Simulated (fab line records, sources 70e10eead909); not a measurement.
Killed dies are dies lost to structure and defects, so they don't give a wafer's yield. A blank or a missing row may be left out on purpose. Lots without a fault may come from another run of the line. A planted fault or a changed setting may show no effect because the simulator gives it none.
A struck lot beside a sound one | flow nand_harc | 17 steps out of a route of 1159
Sound: wafers L181.3, L181.5, L181.6. Struck: wafer L182.5. (L182.6 of the same lot was not struck and is left out.) The cause comes at the end.
At each step with rows: each side's tool, then ch and its chambers, then its first start. Under that, the readings that differ: sound wafers | struck wafers | difference of the means | sigmas: that difference in standard deviations of wafers without a fault.
alike: readings whose means differ by less than 2 such deviations, and words and numbers that are the same on both sides. not compared: withheld readings, readings that some wafer has no value for, bounds like >300 that may hide the same value, and numbers for which the record gives no deviation and whose values overlap.
The two part at a step that has a row with sigmas, a row that says differs or no value, or rows on one side only. Numbers that don't overlap but have no deviation are shown without sigmas and don't part them. A reading that every wafer of one side lacks parts them only if that side has two wafers or more.

NHARC_A_M1_INSPECT_11:
  sound on defect_inspect-01, day 18 12:38; struck on defect_inspect-01, day 20 09:01
  alike: raw_defect_count
NHARC_A_M1_DESCUM_14: chemistry O2, time 3 s.
  sound on rie_diel-08 ch 1,2, day 18 12:42; struck on rie_diel-04 ch 3, day 20 09:07
  reading      | sound          | struck | difference | sigmas
  rf_vpp_V (V) | 57.5 56.5 57.0 | 58.9   | +1.9       | +2
  alike: drypump_motor_current_A, mfc_ar_sccm, oes_product_au, showerhead_plenum_p_Torr, throttle_valve_pct
  not compared: rf_hours_counter_h
NHARC_A_M1_ETCH_35: etches the open film in N2/H2, target depth 40 nm, overetch 12 nm, time 43.94 s.
  sound on rie_diel-08 ch 2,3, day 18 12:47; struck on rie_diel-04 ch 0, day 20 09:11
  reading                     | sound       | struck | difference | sigmas
  drypump_motor_current_A (A) | 6.5 6.5 5.6 | 5.2    | -1.0       | -2
  alike: mfc_ar_sccm, n2_flow_sccm, oes_product_au, rf_vpp_V, showerhead_plenum_p_Torr, throttle_valve_pct
  not compared: rf_hours_counter_h
then, 1 step without rows for these wafers: NHARC_A_M1_ETCH_15 (etches the open film in C4F8/Ar, target depth 182.5 nm, time 91.2 s).
NHARC_A_M1_CD_MEAS_16:
  sound on cd_sem-03, day 18 13:00; struck on cd_sem-01, day 20 09:24
  alike: cd_nm
then, 1 step without rows for these wafers: NHARC_A_M1_STRIP_18 (strips in N2/H2).
NHARC_A_M1_ETCH_28: etches the open film in CF4/N2, target depth 30 nm, time 72.99 s.
  sound on rie_diel-04 ch 2,3; struck on rie_diel-04 ch 2
  alike: drypump_motor_current_A, mfc_ar_sccm, n2_flow_sccm, oes_product_au, rf_vpp_V, showerhead_plenum_p_Torr, throttle_valve_pct
  not compared: rf_hours_counter_h
then, 1 step without rows for these wafers: NHARC_A_M1_STRIP_19 (strips in post etch residue remover, time 600 s).
NHARC_A_M1_DEGAS_29: time 60 s.
  sound on pvd_sputter-02, day 18 13:42; struck on pvd_sputter-01, day 20 10:07
  alike: heater_power_w
then, 2 steps without rows for these wafers: NHARC_A_M1_PRE_CLEAN_30 (time 30 s); NHARC_A_M1_PVD_20 (deposits TaN, target thk 5 nm, time 8.06 s).
NHARC_A_M1_PVD_21: deposits Cu, target thk 30 nm, time 20.49 s.
  sound on pvd_sputter-02; struck on pvd_sputter-01
  alike: throttle_valve_pct
NHARC_A_M1_ECD_22: material Cu, target thk 400 nm.
  sound on ecd_cu-01 ch 0,1, day 18 14:13; struck on ecd_cu-02 ch 0,1, day 20 10:39
then, 1 step without rows for these wafers: NHARC_A_M1_ANNEAL_31 (time 90 s).
NHARC_A_M1_CMP_23: polishes, t overpolish 20 s, target thk 154.34 nm.
  sound on cmp-04 ch 1,2,3, day 18 14:53; struck on cmp-01 ch 3, day 20 11:19
  reading                | sound          | struck | difference | sigmas
  motor_current_A (A)    | 12.3 12.6 10.8 | 10.2   | -1.7       | -2
  time_to_endpoint_s (s) | 26.4 29.2 28.0 | 17.8   | -10.1      | -4
NHARC_A_M1_THK_MEAS_24: measures by xrf.
  sound on film_metro-02, day 18 15:07; struck on film_metro-02, day 20 11:31
  alike: thk_nm
NHARC_END_SORT_01:
  the record has rows for the struck wafers here (prober-02 ch 0, day 22 09:05) and none for the sound ones

WHERE THEY PART
First at NHARC_A_M1_DESCUM_14; last, within this record, at NHARC_END_SORT_01.

WHY: what the simulator had put in
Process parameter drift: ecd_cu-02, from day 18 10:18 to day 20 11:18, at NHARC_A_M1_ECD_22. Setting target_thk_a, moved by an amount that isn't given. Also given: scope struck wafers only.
